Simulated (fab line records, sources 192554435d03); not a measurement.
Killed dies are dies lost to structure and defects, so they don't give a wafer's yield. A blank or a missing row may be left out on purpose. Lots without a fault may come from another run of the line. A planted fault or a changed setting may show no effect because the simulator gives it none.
Chamber matching | flow n5_finfet | N5_FIN_SAQP_ETCH_34 on rie_diel-03: 4 sister chambers
The step etches SiO2 in C4F6/O2, target depth 45 nm, time 15 s. 8 wafers are shown with their chamber, then 10 later ones without.

WAFERS WITH THEIR CHAMBER
wafer  | chamber | rf_vpp_V (V) | drypump_motor_current_A (A)
L079.4 | 1       | 667          | 5.3
L080.6 | 1       | 667          | 5.2
L088.5 | 2       | 686          | 5.3
L089.2 | 2       | 686          | 5.3
L089.3 | 0       | 666          | 5.7
L089.4 | 0       | 667          | 5.7
L091.3 | 3       | 640          | 6.3
L091.5 | 3       | 640          | 6.3

WAFERS WITHOUT THEIR CHAMBER
wafer  | rf_vpp_V (V) | drypump_motor_current_A (A)
L091.6 | 686          | 5.3
L094.1 | 665          | 5.7
L094.2 | 687          | 5.3
L094.5 | 639          | 6.3
L095.2 | 686          | 5.3
L095.3 | 667          | 5.2
L095.4 | 666          | 5.7
L097.2 | 687          | 5.3
L097.4 | 638          | 6.4
L097.5 | 665          | 5.7

WHICH CHAMBER EACH WENT THROUGH
wafer  | from the rows above | in truth
L091.6 | 2                   | 2
L094.1 | 0                   | 0
L094.2 | 2                   | 2
L094.5 | 3                   | 3
L095.2 | 2                   | 2
L095.3 | 1                   | 1
L095.4 | 0                   | 0
L097.2 | 2                   | 2
L097.4 | 3                   | 3
L097.5 | 0                   | 0
Placed correctly: 10 of 10. Can't be placed from these rows: 0. Placed wrongly: 0.
How it was worked out, from the rows above alone: a wafer's distance from a chamber is the root of the sum, over the readings, of the square of ((its reading less the chamber's mean) divided by the reading's scatter). The wafer belongs to the nearest chamber; if the next one is less than 2 further off, it can't be placed. A chamber's mean is the mean of its shown wafers. The scatter: the root of (the sum of the squares of (reading less its chamber's mean) over the shown wafers, divided by (wafers less chambers)).
